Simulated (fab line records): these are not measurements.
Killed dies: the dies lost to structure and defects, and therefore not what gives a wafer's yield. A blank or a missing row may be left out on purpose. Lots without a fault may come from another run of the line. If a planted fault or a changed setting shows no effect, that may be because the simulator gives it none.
A lot that was struck, set against a sound lot ; flow nand_harc ; 17 steps out of a route of 1302
Sound: wafers L725.4, L725.5, L725.6. Struck: wafers L737.1, L737.4. (L737.2 of the same lot was not struck and is left out.) The cause comes at the end.
For every step that has rows: the tool of each side, followed by ch and its chambers, followed by its first start. Under that, the readings that differ: sound wafers ; struck wafers ; difference of the means ; sigmas: that difference in standard deviations of wafers without a fault.
alike: words and numbers the same on both sides, and readings whose means are apart by under 2 such deviations; not compared: readings that were withheld, readings missing a value for some wafer, numbers with overlapping values and no deviation given by the record, and bounds like >300 which may hide the same value.
A row with sigmas, a row that says differs or no value, or rows on one side alone: a step with any of these is where the two part. Numbers that have no deviation but don't overlap get no sigmas and don't part them. Lack of a reading on every wafer of one side parts them only where that side has two or more wafers.

NHARC_P_M2_INSPECT_11:
  struck on defect_inspect-02, day 14 11:56; sound on defect_inspect-01, day 9 16:36
  alike: raw_defect_count
then, 1 step without rows for these wafers: NHARC_P_M2_DESCUM_14 (chemistry O2, time 3 s).
NHARC_P_M2_ETCH_35: etches the open film in N2/H2, target depth 40 nm, overetch 12 nm, time 43.94 s.
  sound on rie_diel-11 ch 0,1, day 9 16:45; struck on rie_diel-03 ch 2,3, day 14 12:05
  alike: bias_w, drypump_motor_current_A, oes_product_au, rf_vpp_V, showerhead_plenum_p_Torr, throttle_valve_pct
  not compared: rf_hours_counter_h
NHARC_P_M2_ETCH_15: etches the open film in C4F8/Ar, target depth 182.5 nm, time 91.2 s.
  sound: rie_diel-11 ch 0,2,3; struck: rie_diel-03 ch 1,2
reading;sound;struck;difference;sigmas
oes_product_au (a.u.);0.983 0.957 0.971;0.914 0.922;-0.052;-2
  alike: bias_w, rf_vpp_V
  not compared: rf_hours_counter_h
NHARC_P_M2_CD_MEAS_16:
  struck on cd_sem-01, day 14 12:18; sound on cd_sem-02, day 9 16:58
  alike: cd_nm
then, 1 step without rows for these wafers: NHARC_P_M2_STRIP_18 (strips in N2/H2).
NHARC_P_M2_ETCH_28: etches the open film in CF4/N2, target depth 30 nm, time 72.99 s.
  sound: rie_diel-05 ch 0,1,2; struck: rie_diel-05 ch 0,3
  alike: bias_w, drypump_motor_current_A, oes_product_au, rf_vpp_V, showerhead_plenum_p_Torr, throttle_valve_pct
  not compared: rf_hours_counter_h
then, 1 step without rows for these wafers: NHARC_P_M2_STRIP_19 (strips in post etch residue remover, time 600 s).
NHARC_P_M2_DEGAS_29: time 60 s.
  struck on pvd_sputter-02, day 14 13:01; sound on pvd_sputter-01, day 9 17:41
  alike: heater_power_w
NHARC_P_M2_PRE_CLEAN_30: time 30 s.
  sound on pvd_sputter-01; struck on pvd_sputter-02
  alike: heater_power_w
then, 2 steps without rows for these wafers: NHARC_P_M2_PVD_20 (deposits TaN, target thk 5 nm, time 8.06 s); NHARC_P_M2_PVD_21 (deposits Cu, target thk 30 nm, time 20.49 s).
NHARC_P_M2_ECD_22: material Cu, target thk 400 nm.
  sound on ecd_cu-02 ch 0,1, day 9 18:08; struck on ecd_cu-02 ch 0,1, day 14 13:23
then, 1 step without rows for these wafers: NHARC_P_M2_ANNEAL_31 (time 90 s).
NHARC_P_M2_CMP_23: polishes, t overpolish 20 s, target thk 144.3 nm.
  sound on cmp-02 ch 2,3, day 9 18:46; struck on cmp-04 ch 0,2, day 14 14:08
reading;sound;struck;difference;sigmas
time_to_endpoint_s (s);29 27 28;42 46;+16;+5
  alike: edge_zone_pressure_frac, motor_current_A, slurry_filter_dp_kPa
NHARC_P_M2_THK_MEAS_24: measures by xrf.
  struck on film_metro-01, day 14 14:25; sound on film_metro-01, day 9 19:05
  alike: thk_nm
-- record jumps: 18 days between struck wafers' starts before vs after; left off in module P_M2, resumes in module END, first step shown is number 1302 of the route --
NHARC_END_SORT_01:
  sound on prober-01 ch 0, day 27 23:59; struck on prober-02 ch 0, day 32 21:00
  alike: defect_limited_yield, killed_at_array, killed_at_other, killed_at_periphery, killed_dies, killed_open, killed_short

== WHERE THEY PART ==
Earliest at NHARC_P_M2_ETCH_15; latest, in this record, at NHARC_P_M2_CMP_23. Later steps at which nothing parts them and some readings are alike: NHARC_P_M2_THK_MEAS_24, NHARC_END_SORT_01.

WHY: whatever the simulator had introduced
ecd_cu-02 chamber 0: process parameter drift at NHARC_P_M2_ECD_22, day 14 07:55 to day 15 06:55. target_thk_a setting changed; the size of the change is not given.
